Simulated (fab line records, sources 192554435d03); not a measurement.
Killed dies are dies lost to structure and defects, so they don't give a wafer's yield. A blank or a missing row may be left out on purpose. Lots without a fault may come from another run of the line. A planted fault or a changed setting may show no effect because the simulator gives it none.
Chamber matching | flow n5_finfet | N5_BEOL_M4_CMP_52 on cmp-04: 4 sister chambers
The step polishes, stops on SiOC, t overpolish 6.8 s, target thk 40 nm. 4 wafers are shown with their chamber, then 10 later ones without.

WAFERS WITH THEIR CHAMBER
wafer  | chamber | motor_current_A (A)
L090.5 | 2       | 6.8
L090.6 | 1       | 6.2
L095.1 | 3       | 5.9
L095.2 | 0       | 5.9

WAFERS WITHOUT THEIR CHAMBER
wafer  | motor_current_A (A)
L095.4 | 6.3
L094.1 | 6.3
L094.2 | 5.6
L094.6 | 6.5
L096.2 | 6.7
L096.4 | 5.8
L096.5 | 6.4
L097.1 | 6.4
L097.2 | 5.8
L097.5 | 6.9

WHICH CHAMBER EACH WENT THROUGH
wafer  | from the rows above               | in truth
L095.4 | can't be placed: 1 or 0 or 3      | 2
L094.1 | can't be placed: 1 or 0 or 3      | 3
L094.2 | can't be placed: 0 or 3 or 1      | 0
L094.6 | can't be placed: 1 or 2 or 0 or 3 | 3
L096.2 | 2                                 | 2
L096.4 | can't be placed: 0 or 3 or 1      | 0
L096.5 | can't be placed: 1 or 2 or 0 or 3 | 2
L097.1 | can't be placed: 1 or 2 or 0 or 3 | 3
L097.2 | can't be placed: 0 or 3 or 1      | 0
L097.5 | 2                                 | 2
Placed correctly: 2 of 10. Can't be placed from these rows: 8 (the true chamber is among the candidates in 7). Placed wrongly: 0.
How it was worked out, from the rows above alone: a wafer's distance from a chamber is the root of the sum, over the readings, of the square of ((its reading less the chamber's mean) divided by the reading's scatter). The wafer belongs to the nearest chamber; if the next one is less than 2 further off, it can't be placed. A chamber's mean is the mean of its shown wafers. The scatter: with one shown wafer a chamber, the root of the mean of the squares of how far each hidden wafer lies from its nearest shown one.
